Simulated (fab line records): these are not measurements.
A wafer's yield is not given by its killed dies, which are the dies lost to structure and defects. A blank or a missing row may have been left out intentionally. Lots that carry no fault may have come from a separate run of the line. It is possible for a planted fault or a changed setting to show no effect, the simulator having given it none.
fab line records    flow n5Finfet
[record] lots = 24  wafers = 72  lastDay = 17
route steps=1938 shown WELL_APT@31 FIN_SAQP@96 FIN_CUT@164 SD_EPI_N@293
lots that met no fault: taken from a fault-free run of the same line
startH: hours from the record's opening day to when the first of the lot's shown wafers began    waitH: hours elapsed since this lot's preceding step    " unchanged from the row above    L1.1+2: several wafers, shown together as one row    - value missing, or start not given    * or withheld: withheld    < > ~ a bound
route shown NAME@n: names a module that has steps shown in the file, with the first one's number in the route    usual: the fault-free wafers' mean and standard deviation    same: alike in all rows    chamber/n: place in a boat    sites: readings site by site    _std_site: how widely they spread, as a standard deviation    _edge_site: mean of outer sites minus mean of inner sites    radiusMm: how far each site lies from the wafer's centre    mask NAME#n: copy n    behind: the last tool/chamber to shape the wafer    hold: reason for holding the lot/hours on hold/outcome of the hold    device: which transistor (n, p or np) failed to switch    end of line: at the end of the route, the tests of the same wafers    a step given without rows: its recipe and nothing more    killed: the dies lost at the first sort to structure and to defects; this is not the yield of the wafer    map: a wafer's dies, x killed, . not, _ none there
set.NAME: the run value of the setting; set.NAME@STEP: its run value at that earlier step    model.NAME: the simulator's own value behind a step, which no gauge read
one table for each step of the route and one row for each wafer, over a sample of lots
services: the hour from which a tool's chamber was out of use, counted from the record's first day as startH (under 0 if before that day), plus the number of hours and why
[[steps]]
[step N5_WELL_APT_DESCUM_13]
[recipe] chemistry = O2  timeS = 7.9  sourcePowerW = 50  biasPowerW = 20  pressureMtorr = 20  rfFrequencyHz = 2.712e+07  tempC = 40  o2FlowSccm = 225
[usual] drypumpMotorCurrentA = 5.7/0.43  oesProductAu = 0.83/0.099  rfVppV = 243.7/1.5  showerheadPlenumPTorr = 2.12/0.073  throttleValvePct = 20.34/0.26
lot.wafer  tool        chamber  startH  waitH  drypumpMotorCurrentA  oesProductAu  rfHoursCounterH  rfVppV  showerheadPlenumPTorr  throttleValvePct
L074.1     rieDiel-03  2        13.84   0.1    5.5                   0.71          234              242.4   1.97                   20.84
L074.2     "           1        "       "      5.6                   0.70          212              243.5   2.01                   20.78
L074.6     "           2        "       "      5.5                   0.71          -                242.6   1.97                   20.85
L075.2     rieDiel-06  3        20.62   0.4    5.8                   0.92          32               245.5   2.20                   20.01
L075.3     "           0        "       "      6.2                   0.67          248              240.9   1.99                   20.26
L075.6     "           0        "       "      6.2                   0.68          -                241.7   1.99                   20.26
L076.1     rieDiel-02  1        25.84   0.0    5.7                   0.73          200              244.4   2.15                   20.23
L076.3     "           3        "       "      4.9                   0.90          28               243.0   2.15                   20.05
L076.4     "           0        "       "      6.4                   0.70          232              243.0   2.05                   20.82
L077.2     rieDiel-06  3        32.08   0.2    5.8                   0.89          37               245.1   2.20                   20.01
L077.3     "           1        "       "      6.1                   0.85          50               243.0   2.06                   20.42
L077.6     "           3        "       "      5.8                   0.90          -                245.9   2.20                   20.02
L078.1     rieDiel-06  2        38.32   0.4    5.1                   0.70          249              243.9   2.14                   20.31
L078.2     "           3        "       "      5.8                   0.89          40               244.7   2.20                   20.02
L078.5     "           2        "       "      5.1                   0.70          -                242.3   2.14                   20.32
L079.1     rieDiel-06  3        43.77   0.0    5.8                   0.89          43               244.5   2.20                   20.01
L079.5     "           2        "       "      5.1                   0.70          -                244.4   2.14                   20.32
L079.6     "           1        "       "      6.1                   0.84          -                242.6   2.06                   20.43
L080.1     rieDiel-03  0        49.91   0.0    6.1                   0.90          43               242.9   2.11                   20.54
L080.2     "           2        "       "      5.5                   0.69          250              240.4   1.97                   20.87
L080.6     "           0        "       "      6.1                   0.89          -                244.4   2.11                   20.54
L081.3     rieDiel-03  3        56.00   0.0    5.6                   0.96          2                244.4   2.15                   20.23
L081.4     "           3        "       "      5.6                   0.96          -                244.6   2.15                   20.22
L081.5     "           0        "       "      6.2                   0.89          -                245.5   2.11                   20.54
L082.1     rieDiel-06  1        62.04   0.3    6.1                   0.84          61               243.6   2.06                   20.44
L082.3     "           0        "       "      6.2                   0.95          5                245.5   2.25                   20.05
L082.4     "           1        "       "      6.1                   0.83          -                242.8   2.06                   20.43
L083.4     rieDiel-02  3        68.19   0.3    4.9                   0.87          43               243.4   2.14                   20.05
L083.5     "           0        "       "      6.5                   0.69          -                242.5   2.05                   20.86
L083.6     "           3        "       "      4.9                   0.87          -                244.0   2.14                   20.07
L084.2     rieDiel-06  0        74.04   0.2    6.1                   0.92          12               245.6   2.25                   20.06
L084.4     "           1        "       "      6.1                   0.82          -                242.9   2.05                   20.45
L084.5     "           0        "       "      6.1                   0.93          -                245.6   2.25                   20.06
L085.1     rieDiel-02  1        79.77   0.0    5.7                   0.71          219              244.0   2.14                   20.25
L085.3     "           3        "       "      4.9                   0.86          47               244.3   2.14                   20.07
L085.6     "           3        "       "      4.9                   0.86          -                243.8   2.14                   20.08
L086.2     rieDiel-06  3        86.38   0.6    5.8                   0.86          60               245.9   2.19                   20.02
L086.4     "           2        "       "      5.1                   1.00          0                243.9   2.14                   19.90
L086.6     "           1        "       "      6.1                   0.82          -                243.7   2.05                   20.47
L087.1     rieDiel-02  3        92.20   0.2    4.9                   0.86          52               244.7   2.14                   20.09
L087.3     "           1        "       "      5.7                   0.70          224              245.3   2.14                   20.27
L087.6     "           3        "       "      4.9                   0.87          -                244.2   2.14                   20.07
L088.1     rieDiel-06  2        97.68   0.1    5.1                   0.96          2                241.6   2.14                   19.88
L088.5     "           0        "       "      6.1                   0.91          -                243.9   2.24                   20.06
L088.6     "           1        "       "      6.1                   0.81          -                243.0   2.05                   20.47
L089.3     rieDiel-06  2        103.87  0.0    5.1                   0.95          5                244.4   2.14                   19.91
L089.4     "           0        "       "      6.1                   0.89          -                245.2   2.24                   20.07
L089.5     "           1        "       "      6.1                   0.80          -                242.3   2.05                   20.47
L090.2     rieDiel-06  2        109.89  0.0    5.1                   0.95          7                243.0   2.14                   19.91
L090.5     "           2        "       "      5.1                   0.94          -                244.8   2.14                   19.91
L090.6     "           0        "       "      6.1                   0.89          -                245.2   2.24                   20.07
L091.1     rieDiel-03  3        116.02  0.0    5.6                   0.88          32               243.2   2.14                   20.28
L091.2     "           0        "       "      6.1                   0.84          75               244.6   2.10                   20.60
L091.4     "           0        "       "      6.1                   0.85          -                244.3   2.10                   20.59
L092.2     rieDiel-03  0        122.18  0.0    6.2                   0.84          77               244.5   2.10                   20.59
L092.3     "           3        "       "      5.6                   0.88          33               242.7   2.14                   20.27
L092.4     "           2        "       "      5.5                   0.93          18               245.3   2.22                   20.55
L093.3     rieDiel-02  3        127.65  0.0    4.9                   0.84          67               243.3   2.13                   20.11
L093.4     "           0        "       "      6.4                   1.00          7                243.0   2.05                   20.53
L093.5     "           0        "       "      6.4                   1.00          -                243.6   2.05                   20.55
L094.2     rieDiel-02  0        133.89  0.0    6.4                   0.98          9                241.2   2.04                   20.53
L094.3     "           3        "       "      4.9                   0.84          69               244.1   2.13                   20.11
L094.5     "           0        "       "      6.4                   0.99          -                241.9   2.04                   20.53
L095.4     rieDiel-02  3        139.71  0.1    4.9                   0.83          71               243.7   2.13                   20.11
L095.5     "           2        "       "      5.6                   0.69          -                242.6   2.07                   20.59
L095.6     "           3        "       "      4.9                   0.83          -                244.7   2.13                   20.11
L096.2     rieDiel-06  1        145.78  0.0    6.1                   0.79          94               240.9   2.04                   20.49
L096.3     "           0        "       "      6.1                   0.86          42               246.1   2.24                   20.09
L096.6     "           0        "       "      6.1                   0.86          -                246.0   2.24                   20.13
L097.1     rieDiel-03  3        152.22  0.4    5.6                   0.86          45               241.9   2.14                   20.32
L097.3     "           1        "       "      5.7                   0.94          10               245.2   2.26                   20.37
L097.4     "           0        "       "      6.1                   0.84          88               242.5   2.10                   20.64
[step N5_FIN_SAQP_HM_DEP_03]
[recipe] material = SiNx  targetThkA = 380  tempC = 400  precursor = SiH4/NH3/N2  pressureTorr = 1.5  rfW = 300  timeS = 33.6
[usual] heaterPowerW = 711/81  showerheadPlenumPTorr = 5.15/0.067  throttleValvePct = 40.3/1.7
lot.wafer  tool      chamber  startH  waitH  heaterPowerW  showerheadPlenumPTorr  throttleValvePct
L074.1     pecvd-04  0        20.74   0.2    777           5.07                   38.8
L074.2     "         1        "       "      613           5.11                   40.3
L074.6     "         0        "       "      777           5.07                   38.8
L075.2     pecvd-02  2        28.25   0.2    666           5.22                   38.9
L075.3     "         1        "       "      601           5.14                   41.5
L075.6     "         0        "       "      700           5.05                   41.2
L076.1     pecvd-03  0        32.94   0.2    689           5.12                   41.4
L076.3     "         1        "       "      859           5.16                   40.7
L076.4     "         1        "       "      830           5.16                   40.8
L077.2     pecvd-02  2        39.30   0.2    798           5.24                   38.7
L077.3     "         1        "       "      621           5.14                   41.8
L077.6     "         0        "       "      721           5.05                   41.4
L078.1     pecvd-03  0        45.03   0.2    738           5.12                   41.3
L078.2     "         1        "       "      896           5.15                   40.7
L078.5     "         0        "       "      768           5.12                   41.8
L079.1     pecvd-03  0        50.83   0.2    824           5.12                   41.6
L079.5     "         1        "       "      795           5.16                   40.9
L079.6     "         2        "       "      636           5.25                   36.9
L080.1     pecvd-02  0        57.69   0.2    619           5.04                   41.7
L080.2     "         2        "       "      731           5.22                   38.8
L080.6     "         0        "       "      629           5.05                   41.7
L081.3     pecvd-02  0        62.80   0.1    657           5.06                   41.7
L081.4     "         0        "       "      638           5.05                   41.7
L081.5     "         1        "       "      613           5.15                   41.8
L082.1     pecvd-03  0        68.96   0.2    726           5.12                   41.7
L082.3     "         0        "       "      738           5.12                   41.6
L082.4     "         2        "       "      693           5.25                   37.1
L083.4     pecvd-03  2        75.24   0.1    702           5.24                   37.1
L083.5     "         0        "       "      738           5.13                   41.7
L083.6     "         1        "       "      860           5.15                   40.7
L084.2     pecvd-02  2        81.22   0.2    683           5.23                   39.1
L084.4     "         2        "       "      676           5.23                   38.8
L084.5     "         1        "       "      646           5.15                   41.6
L085.1     pecvd-02  1        86.61   0.2    559           5.16                   41.5
L085.3     "         0        "       "      665           5.05                   41.8
L085.6     "         2        "       "      701           5.23                   39.0
L086.2     pecvd-04  0        93.46   0.2    813           5.08                   39.2
L086.4     "         1        "       "      692           5.10                   40.6
L086.6     "         2        "       "      671           5.20                   40.2
L087.1     pecvd-02  0        99.26   0.2    724           5.06                   42.0
L087.3     "         2        "       "      784           5.24                   39.3
L087.6     "         0        "       "      698           5.04                   41.8
L088.1     pecvd-04  2        104.72  0.2    555           5.18                   40.5
L088.5     "         2        "       "      576           5.18                   40.2
L088.6     "         0        "       "      706           5.09                   39.3
L089.3     pecvd-03  1        110.51  0.1    912           5.18                   40.5
L089.4     "         0        "       "      728           5.14                   41.5
L089.5     "         1        "       "      904           5.15                   40.8
L090.2     pecvd-03  2        117.54  0.2    638           5.25                   37.1
L090.5     "         1        "       "      909           5.15                   40.8
L090.6     "         0        "       "      700           5.13                   41.6
L091.1     pecvd-02  0        123.30  0.2    599           5.05                   42.0
L091.2     "         1        "       "      619           5.15                   41.7
L091.4     "         1        "       "      627           5.15                   41.7
L092.2     pecvd-03  1        129.27  0.2    906           5.16                   40.6
L092.3     "         2        "       "      765           5.24                   37.2
L092.4     "         0        "       "      814           5.14                   41.6
L093.3     pecvd-03  1        134.57  0.1    824           5.16                   40.7
L093.4     "         0        "       "      693           5.12                   41.8
L093.5     "         1        "       "      797           5.16                   41.0
L094.2     pecvd-03  2        140.73  0.2    728           5.26                   37.3
L094.3     "         1        "       "      872           5.16                   40.6
L094.5     "         2        "       "      725           5.24                   37.1
L095.4     pecvd-02  1        146.61  0.1    612           5.14                   41.7
L095.5     "         0        "       "      730           5.04                   41.9
L095.6     "         2        "       "      661           5.22                   39.5
L096.2     pecvd-02  1        152.61  0.3    699           5.15                   41.8
L096.3     "         2        "       "      756           5.24                   39.5
L096.6     "         1        "       "      695           5.15                   41.7
L097.1     pecvd-02  1        159.81  0.2    612           5.16                   41.8
L097.3     "         2        "       "      780           5.23                   39.5
L097.4     "         1        "       "      605           5.14                   41.8
[step N5_FIN_SAQP_SPACER2_ALD_28]
[recipe] material = SiO2  targetThkA = 81  tempC = 300  aldPrecursorFamily = BDEAS  aldCoReactant = O2-plasma  pulseTimeS = 1  purgeTimeS = 2  coReactantPurgeTimeS = 2  pressureTorr = 2
[usual] heaterPowerW = 457/42  precursorPulseHeightRel = 1.002/0.017
[same] coReactantPurgeTimeS = 2
lot.wafer  tool       chamber  startH  waitH  heaterPowerW  precursorPulseHeightRel
L074.1     aldSin-04  1        25.52   1.0    445           1.005
L074.2     "          0        "       "      440           0.996
L074.6     "          3        "       "      395           1.013
L075.2     aldSin-04  0        33.62   0.7    460           0.990
L075.3     "          2        "       "      480           1.010
L075.6     "          3        "       "      400           1.050
L076.1     aldSin-03  0        37.32   0.2    548           0.992
L076.3     "          1        "       "      463           1.013
L076.4     "          3        "       "      426           0.979
L077.2     aldSin-04  1        43.69   0.4    443           0.992
L077.3     "          2        "       "      491           1.008
L077.6     "          0        "       "      452           0.998
L078.1     aldSin-04  3        48.95   0.1    405           1.039
L078.2     "          2        "       "      485           0.957
L078.5     "          2        "       "      487           1.006
L079.1     aldSin-04  0        55.32   0.2    460           1.011
L079.5     "          2        "       "      487           0.998
L079.6     "          3        "       "      398           1.005
L080.1     aldSin-03  0        61.81   0.1    517           1.024
L080.2     "          3        "       "      420           1.020
L080.6     "          1        "       "      463           1.011
L081.3     aldSin-04  1        67.73   0.1    452           1.033
L081.4     "          0        "       "      454           0.983
L081.5     "          0        "       "      449           1.022
L082.1     aldSin-04  3        73.27   0.1    403           1.003
L082.3     "          0        "       "      459           1.023
L082.4     "          1        "       "      444           0.985
L083.4     aldSin-02  2        79.23   0.1    531           0.995
L083.5     "          1        "       "      462           0.968
L083.6     "          0        "       "      514           1.018
L084.2     aldSin-03  1        87.06   0.1    453           1.003
L084.4     "          3        "       "      437           0.960
L084.5     "          1        "       "      457           1.039
L085.1     aldSin-04  0        92.66   0.4    465           1.007
L085.3     "          3        "       "      401           0.982
L085.6     "          2        "       "      489           0.979
L086.2     aldSin-04  1        99.54   0.1    456           1.010
L086.4     "          0        "       "      466           1.016
L086.6     "          1        "       "      458           1.020
L087.1     aldSin-04  2        103.88  0.1    499           1.023
L087.3     "          1        "       "      446           0.984
L087.6     "          2        "       "      491           0.987
L088.1     aldSin-02  3        109.69  0.5    452           1.011
L088.5     "          1        "       "      447           0.984
L088.6     "          2        "       "      542           0.986
L089.3     aldSin-04  2        114.66  0.1    497           1.013
L089.4     "          1        "       "      455           0.982
L089.5     "          0        "       "      452           0.996
L090.2     aldSin-02  2        122.26  0.6    551           0.994
L090.5     "          1        "       "      459           1.012
L090.6     "          0        "       "      494           1.019
L091.1     aldSin-04  0        127.80  0.4    455           0.981
L091.2     "          2        "       "      480           1.017
L091.4     "          3        "       "      390           1.008
L092.2     aldSin-02  1        133.33  0.1    462           0.974
L092.3     "          2        "       "      543           1.007
L092.4     "          3        "       "      438           0.980
L093.3     aldSin-03  2        138.47  0.1    395           0.974
L093.4     "          3        "       "      431           0.979
L093.5     "          1        "       "      467           1.006
L094.2     aldSin-04  1        144.92  0.1    454           1.018
L094.3     "          2        "       "      479           0.988
L094.5     "          1        "       "      456           1.008
L095.4     aldSin-03  3        150.83  0.1    429           1.013
L095.5     "          2        "       "      390           0.991
L095.6     "          3        "       "      425           1.006
L096.2     aldSin-02  3        157.20  0.3    456           1.016
L096.3     "          0        "       "      494           1.007
L096.6     "          2        "       "      570           0.976
L097.1     aldSin-03  3        163.95  0.1    441           1.034
L097.3     "          2        "       "      386           1.006
L097.4     "          0        "       "      519           1.016
[step N5_FIN_CUT_OVL_MEAS_09]
[recipe] pointsPerWafer = 522
[usual] FIN_CUT_OVL = -0.2/0.66
lot.wafer  tool        chamber  startH  waitH  FIN_CUT_OVL[nm]
L074.1     overlay-02  0        26.96   0.0    0.4
L074.2     "           0        "       "      -0.4
L074.6     "           0        "       "      -0.6
L075.2     overlay-01  0        35.20   0.0    -0.7
L075.3     "           0        "       "      0.1
L075.6     "           0        "       "      0.4
L076.1     overlay-01  0        39.14   0.0    -0.7
L076.3     "           0        "       "      -0.6
L076.4     "           0        "       "      -0.5
L077.2     overlay-02  0        45.19   0.0    0.1
L077.3     "           0        "       "      0.8
L077.6     "           0        "       "      -0.5
L078.1     overlay-01  0        50.52   0.0    -0.9
L078.2     "           0        "       "      -0.5
L078.5     "           0        "       "      -1.2
L079.1     overlay-02  0        56.88   0.0    0.4
L079.5     "           0        "       "      -0.9
L079.6     "           0        "       "      -0.4
L080.1     overlay-02  0        63.25   0.0    0.9
L080.2     "           0        "       "      1.2
L080.6     "           0        "       "      1.3
L081.3     overlay-01  0        69.25   0.0    -0.1
L081.4     "           0        "       "      -0.1
L081.5     "           0        "       "      0.0
L082.1     overlay-02  0        74.85   0.0    -1.1
L082.3     "           0        "       "      -0.7
L082.4     "           0        "       "      -1.1
L083.4     overlay-01  0        80.81   0.0    -1.3
L083.5     "           0        "       "      -0.3
L083.6     "           0        "       "      -1.0
L084.2     overlay-02  0        88.63   0.0    -1.5
L084.4     "           0        "       "      -0.3
L084.5     "           0        "       "      0.5
L085.1     overlay-01  0        94.30   0.0    -0.7
L085.3     "           0        "       "      -0.4
L085.6     "           0        "       "      -0.4
L086.2     overlay-02  0        101.20  0.0    0.4
L086.4     "           0        "       "      0.8
L086.6     "           0        "       "      0.0
L087.1     overlay-02  0        105.41  0.0    -0.7
L087.3     "           0        "       "      -0.4
L087.6     "           0        "       "      -0.3
L088.1     overlay-01  0        111.26  0.0    1.2
L088.5     "           0        "       "      0.4
L088.6     "           0        "       "      -0.5
L089.3     overlay-02  0        116.11  0.0    0.3
L089.4     "           0        "       "      -0.5
L089.5     "           0        "       "      -0.5
L090.2     overlay-02  0        123.83  0.0    0.9
L090.5     "           0        "       "      0.1
L090.6     "           0        "       "      -0.1
L091.1     overlay-02  0        129.36  0.0    -0.2
L091.2     "           0        "       "      0.3
L091.4     "           0        "       "      -0.4
L092.2     overlay-02  0        134.94  0.0    -0.8
L092.3     "           0        "       "      -0.8
L092.4     "           0        "       "      -1.2
L093.3     overlay-02  0        139.93  0.0    0.2
L093.4     "           0        "       "      0.4
L093.5     "           0        "       "      -0.3
L094.2     overlay-02  0        146.41  0.0    -0.8
L094.3     "           0        "       "      -0.3
L094.5     "           0        "       "      -1.1
L095.4     overlay-02  0        152.41  0.0    -0.1
L095.5     "           0        "       "      -0.3
L095.6     "           0        "       "      0.5
L096.2     overlay-01  0        158.77  0.0    -0.1
L096.3     "           0        "       "      0.2
L096.6     "           0        "       "      0.2
L097.1     overlay-02  0        165.59  0.0    0.3
L097.3     "           0        "       "      -0.1
L097.4     "           0        "       "      -1.0
[step N5_FIN_CUT_STRIP_22]
[recipe] chemistry = N2/H2  powerW = 500  tempC = 40  pressureMtorr = 50  rfFrequencyHz = 6e+07  overashFraction = 0.3  biasPowerW = 8  h2Frac = 0.5  n2FlowSccm = 300  h2FlowSccm = 300
[usual] drypumpMotorCurrentA = 5.9/0.55  h2FlowSccm = 300.0/0.87  oesProductAu = 0.80/0.087  rfVppV = 54.4/2.2  showerheadPlenumPTorr = 3.42/0.1  throttleValvePct = 19.0/0.31
[same] overashFraction = 0.3
lot.wafer  tool        chamber  startH  waitH  drypumpMotorCurrentA  h2FlowSccm  oesProductAu  rfHoursCounterH  rfVppV  showerheadPlenumPTorr  throttleValvePct
L074.1     rieDiel-04  0        27.82   0.1    6.5                   300.3       0.74          186              54.1    3.49                   19.2
L074.2     "           1        "       "      5.5                   299.7       0.83          70               52.2    3.42                   19.5
L074.6     "           1        "       "      5.6                   301.0       0.83          -                53.0    3.42                   19.5
L075.2     rieDiel-04  0        36.32   0.0    6.5                   300.0       0.73          188              55.9    3.49                   19.2
L075.3     "           1        "       "      5.6                   301.7       0.81          72               57.9    3.42                   19.4
L075.6     "           1        "       "      5.6                   300.1       0.82          -                57.0    3.42                   19.5
L076.1     rieDiel-01  1        40.13   0.1    5.5                   299.4       0.95          27               53.4    3.44                   18.6
L076.3     "           0        "       "      6.8                   299.4       0.95          10               54.9    3.60                   18.6
L076.4     "           3        "       "      5.2                   299.5       0.87          22               53.8    3.42                   19.3
L077.2     rieDiel-01  0        46.03   0.0    6.8                   299.9       0.95          12               56.5    3.60                   18.7
L077.3     "           3        "       "      5.2                   299.5       0.90          23               52.8    3.42                   19.3
L077.6     "           2        "       "      5.4                   300.0       0.68          -                54.1    3.30                   19.0
L078.1     rieDiel-01  0        51.37   0.1    6.8                   301.3       0.96          13               56.9    3.60                   18.6
L078.2     "           1        "       "      5.5                   300.7       0.93          30               55.4    3.44                   18.5
L078.5     "           2        "       "      5.4                   300.5       0.68          -                54.0    3.30                   18.9
L079.1     rieDiel-05  2        58.03   0.0    5.2                   300.9       0.77          135              53.0    3.38                   18.9
L079.5     "           3        "       "      6.3                   301.3       0.85          -                49.8    3.39                   19.4
L079.6     "           0        "       "      5.7                   299.9       0.83          -                55.5    3.55                   18.6
L080.1     rieDiel-04  1        64.20   0.2    5.6                   299.5       0.83          80               53.5    3.41                   19.5
L080.2     "           0        "       "      6.5                   300.2       0.73          195              52.7    3.49                   19.2
L080.6     "           3        "       "      5.4                   300.3       0.68          -                53.6    3.46                   18.9
L081.3     rieDiel-04  3        70.11   0.0    5.4                   300.2       0.70          211              54.4    3.46                   18.9
L081.4     "           1        "       "      5.6                   299.4       0.81          81               58.2    3.41                   19.5
L081.5     "           2        "       "      6.5                   300.3       0.78          -                51.0    3.25                   19.0
L082.1     rieDiel-04  0        75.77   0.1    6.5                   300.2       0.72          199              55.5    3.49                   19.1
L082.3     "           1        "       "      5.6                   300.1       0.83          84               55.3    3.41                   19.5
L082.4     "           3        "       "      5.4                   299.0       0.69          212              50.7    3.46                   18.8
L083.4     rieDiel-01  3        81.64   0.0    5.3                   300.0       0.87          35               55.7    3.41                   19.3
L083.5     "           0        "       "      6.8                   299.0       0.92          -                52.5    3.59                   18.7
L083.6     "           3        "       "      5.3                   299.7       0.86          -                54.6    3.41                   19.2
L084.2     rieDiel-01  2        89.62   0.1    5.3                   302.0       0.68          245              51.1    3.30                   19.0
L084.4     "           0        "       "      6.8                   299.5       0.91          26               51.0    3.59                   18.6
L084.5     "           3        "       "      5.2                   299.3       0.89          -                54.4    3.41                   19.3
L085.1     rieDiel-01  0        95.14   0.0    6.7                   301.3       0.92          28               53.5    3.59                   18.7
L085.3     "           1        "       "      5.5                   300.8       0.92          43               53.9    3.43                   18.6
L085.6     "           1        "       "      5.5                   301.1       0.91          -                53.5    3.43                   18.6
L086.2     rieDiel-01  3        102.05  0.0    5.2                   299.5       0.88          39               52.1    3.41                   19.2
L086.4     "           1        "       "      5.5                   300.8       0.91          45               52.2    3.43                   18.6
L086.6     "           0        "       "      6.8                   300.2       0.92          -                56.4    3.59                   18.6
L087.1     rieDiel-04  1        106.69  0.2    5.7                   299.8       0.81          91               52.2    3.41                   19.5
L087.3     "           3        "       "      5.4                   301.1       0.69          221              55.7    3.46                   18.8
L087.6     "           1        "       "      5.7                   300.7       0.80          -                54.2    3.41                   19.5
L088.1     rieDiel-04  2        112.10  0.0    6.5                   299.9       0.76          114              55.7    3.25                   19.0
L088.5     "           2        "       "      6.5                   299.8       0.78          -                54.9    3.25                   19.0
L088.6     "           3        "       "      5.4                   300.5       0.68          -                56.3    3.45                   18.8
L089.3     rieDiel-04  2        117.08  0.1    6.4                   299.6       0.77          116              53.9    3.25                   19.0
L089.4     "           1        "       "      5.6                   301.2       0.79          94               52.5    3.41                   19.5
L089.5     "           0        "       "      6.5                   300.4       0.73          -                56.2    3.48                   19.2
L090.2     rieDiel-01  0        124.67  0.0    6.8                   300.6       0.89          41               54.7    3.58                   18.7
L090.5     "           1        "       "      5.5                   302.3       0.89          -                52.6    3.42                   18.6
L090.6     "           0        "       "      6.8                   299.4       0.89          -                57.6    3.58                   18.7
L091.1     rieDiel-04  1        130.21  0.0    5.6                   301.5       0.81          99               51.6    3.41                   19.5
L091.2     "           3        "       "      5.4                   301.2       0.68          228              53.7    3.45                   18.8
L091.4     "           2        "       "      6.5                   299.5       0.75          121              52.0    3.24                   19.0
L092.2     rieDiel-01  1        135.97  0.1    5.5                   299.5       0.87          59               53.1    3.42                   18.6
L092.3     "           2        "       "      5.4                   299.6       0.99          2                52.7    3.29                   18.6
L092.4     "           1        "       "      5.5                   298.6       0.87          -                57.0    3.42                   18.6
L093.3     rieDiel-04  0        140.77  0.1    6.5                   299.3       0.73          218              57.2    3.48                   19.2
L093.4     "           1        "       "      5.5                   300.4       0.79          102              54.1    3.40                   19.6
L093.5     "           1        "       "      5.6                   299.3       0.80          -                52.2    3.40                   19.5
L094.2     rieDiel-05  0        147.25  0.0    5.7                   300.0       0.80          92               56.6    3.53                   18.7
L094.3     "           3        "       "      6.3                   298.2       0.81          88               52.6    3.37                   19.4
L094.5     "           3        "       "      6.3                   299.2       0.81          -                52.5    3.37                   19.4
L095.4     rieDiel-04  0        153.40  0.1    6.5                   299.6       0.70          222              55.5    3.47                   19.2
L095.5     "           0        "       "      6.5                   299.3       0.72          -                55.7    3.47                   19.2
L095.6     "           3        "       "      5.4                   300.0       0.68          -                52.2    3.45                   18.8
L096.2     rieDiel-05  0        159.60  0.0    5.7                   298.9       0.79          96               51.0    3.53                   18.6
L096.3     "           3        "       "      6.3                   300.2       0.79          92               52.5    3.37                   19.4
L096.6     "           1        "       "      5.8                   301.5       0.73          -                55.7    3.22                   19.2
L097.1     rieDiel-04  3        166.48  0.1    5.4                   300.9       0.69          239              54.0    3.45                   18.9
L097.3     "           1        "       "      5.6                   301.1       0.79          110              57.9    3.40                   19.5
L097.4     "           2        "       "      6.5                   298.7       0.75          132              57.2    3.24                   19.1
[step N5_SD_EPI_N_LINER_46]
[recipe] material = SiNx  targetThkA = 30  tempC = 400  aldPrecursorFamily = SiH2I2  aldCoReactant = N2/H2-plasma  pressureTorr = 2
[usual] heaterPowerW = 820/82
lot.wafer  tool       chamber  startH  waitH  heaterPowerW
L074.1     aldSin-03  3        52.79   0.2    776
L074.2     "          2        "       "      687
L074.6     "          2        "       "      687
L075.2     aldSin-02  2        62.92   0.2    965
L075.3     "          3        "       "      825
L075.6     "          1        "       "      820
L076.1     aldSin-04  1        65.91   0.2    817
L076.3     "          0        "       "      810
L076.4     "          2        "       "      856
L077.2     aldSin-04  2        71.94   0.5    864
L077.3     "          0        "       "      806
L077.6     "          1        "       "      801
L078.1     aldSin-02  3        77.76   0.6    823
L078.2     "          2        "       "      987
L078.5     "          0        "       "      918
L079.1     aldSin-03  2        85.88   0.7    688
L079.5     "          2        "       "      681
L079.6     "          3        "       "      780
L080.1     aldSin-04  1        89.62   0.9    781
L080.2     "          0        "       "      790
L080.6     "          1        "       "      812
L081.3     aldSin-04  2        95.46   1.6    875
L081.4     "          0        "       "      815
L081.5     "          1        "       "      782
L082.1     aldSin-03  0        101.86  0.6    947
L082.3     "          2        "       "      676
L082.4     "          1        "       "      824
L083.4     aldSin-04  2        106.82  0.2    871
L083.5     "          2        "       "      862
L083.6     "          1        "       "      821
L084.2     aldSin-03  2        113.64  0.1    700
L084.4     "          0        "       "      937
L084.5     "          0        "       "      935
L085.1     aldSin-04  3        121.54  0.2    723
L085.3     "          1        "       "      827
L085.6     "          1        "       "      811
L086.2     aldSin-02  3        128.23  0.1    809
L086.4     "          2        "       "      942
L086.6     "          2        "       "      988
L087.1     aldSin-03  2        131.30  0.2    703
L087.3     "          3        "       "      760
L087.6     "          2        "       "      699
L088.1     aldSin-04  1        139.20  0.2    825
L088.5     "          2        "       "      852
L088.6     "          1        "       "      814
L089.3     aldSin-03  3        142.28  0.2    764
L089.4     "          2        "       "      700
L089.5     "          1        "       "      810
L090.2     aldSin-04  0        150.91  0.1    796
L090.5     "          2        "       "      866
L090.6     "          3        "       "      712
L091.1     aldSin-03  3        156.90  0.6    788
L091.2     "          0        "       "      924
L091.4     "          1        "       "      823
L092.2     aldSin-03  2        160.55  0.2    691
L092.3     "          1        "       "      811
L092.4     "          0        "       "      941
L093.3     aldSin-04  3        164.73  0.1    717
L093.4     "          1        "       "      800
L093.5     "          3        "       "      716
L094.2     aldSin-02  1        172.14  0.1    830
L094.3     "          0        "       "      873
L094.5     "          1        "       "      796
L095.4     aldSin-04  1        180.33  1.4    826
L095.5     "          2        "       "      858
L095.6     "          3        "       "      710
L096.2     aldSin-02  3        185.83  0.3    778
L096.3     "          1        "       "      805
L096.6     "          2        "       "      991
L097.1     aldSin-03  2        192.72  0.2    650
L097.3     "          3        "       "      710
L097.4     "          1        "       "      905
[[services]]
tool        chamber  startH  hours  kind
pecvd-02    -        -7.25   5.5    pm
aldSin-04   -        -6.25   14.0   pm
rieDiel-04  2        -0.94   5.7    repair
rieDiel-01  -        0.57    2.8    pm
rieDiel-01  0        5.88    2.0    repair
pecvd-02    2        9.38    1.9    repair
rieDiel-06  -        13.91   0.5    repair
rieDiel-06  2        52.54   19.3   repair
aldSin-03   2        59.88   12.8   repair
pecvd-02    0        63.94   8.0    repair
aldSin-03   0        67.24   7.2    repair
pecvd-03    -        73.61   0.9    repair
rieDiel-02  -        84.41   2.8    pm
aldSin-02   -        85.25   14.0   pm
aldSin-03   0        86.06   2.7    repair
rieDiel-06  1        86.68   6.4    repair
rieDiel-06  3        86.70   63.1   repair
pecvd-03    1        88.19   15.6   repair
rieDiel-06  2        88.79   6.8    repair
rieDiel-06  -        92.52   4.2    repair
aldSin-03   1        94.71   3.5    repair
rieDiel-01  3        108.65  45.3   repair
aldSin-04   -        117.96  2.8    pm
aldSin-03   -        176.90  14.0   pm
[[key]]
fault none
